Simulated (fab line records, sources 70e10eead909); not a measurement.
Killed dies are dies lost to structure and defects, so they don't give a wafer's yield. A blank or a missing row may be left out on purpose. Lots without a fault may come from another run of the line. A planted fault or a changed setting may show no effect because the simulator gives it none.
One fault seen from 2 desks | flow nand_harc | each desk has only its own numbers; what lay behind them comes last

THE METROLOGY DESK
What the gauges read, lot by lot, whatever tool the lot ran on: means of the sampled wafers that have a number. A lot is out of limits, marked OUT, if its mean lies more than 4 standard deviations from the usual mean; the brackets give that distance.
Columns: A = cd_nm at NHARC_P_BONDPAD_CD_MEAS_09, usual 499.6 nm; B = overlay_x_nm at NHARC_P_BONDPAD_OVL_MEAS_38, usual 2 nm; C = overlay_y_nm at NHARC_P_BONDPAD_OVL_MEAS_38, usual 1 nm; D = cd_nm at NHARC_P_BONDPAD_CD_MEAS_13, usual 499.1 nm; E = thk_nm at NHARC_P_BONDPAD_THK_MEAS_20, usual 160.7 nm; F = cd_nm at NHARC_A_ZERO_WELL_CD_MEAS_10, usual 1998.9 nm
lot  | first seen here | A     | B  | C  | D     | E     | F
L463 | day 7 00:18     | 495.2 | -9 | 6  | 494.4 | 160.8 | 1997.5
L465 | day 7 19:52     | 498.9 | 7  | 11 | 497.9 | 163.0 | 1999.8
L470 | day 9 11:09     | 498.9 | 1  | -6 | 499.2 | 160.0 | 2000.5
L472 | day 10 09:19    | 501.5 | 11 | 3  | 500.9 | 159.5 | 1999.1
L486 | day 16 00:05    | 502.1 | 4  | 1  | 501.8 | 161.5 | 1997.9
This desk's finding: nothing out of limits on any of the 5 lots.

THE TOOL OWNER'S DESK: pvd_sputter-03
The tool's own readings at NHARC_P_BONDPAD_PRE_CLEAN_26 (time 30 s): means of the sampled wafers that have a number, for each lot that ran on this tool. A lot is out of limits, marked OUT, if its mean lies more than 4 standard deviations from the usual mean; the brackets give that distance.
Columns: A = heater_power_w at NHARC_P_BONDPAD_PRE_CLEAN_26, usual 396 W
lot  | first seen here | A
L465 | day 7 21:04     | 423
L470 | day 9 12:22     | 355
L472 | day 10 10:34    | 426
This desk's finding: nothing out of limits on any of the 3 lots.

PUT TOGETHER
The metrology desk saw nothing out of limits.
The tool owner's desk saw nothing out of limits.

WHAT THE SIMULATOR HAD PUT IN
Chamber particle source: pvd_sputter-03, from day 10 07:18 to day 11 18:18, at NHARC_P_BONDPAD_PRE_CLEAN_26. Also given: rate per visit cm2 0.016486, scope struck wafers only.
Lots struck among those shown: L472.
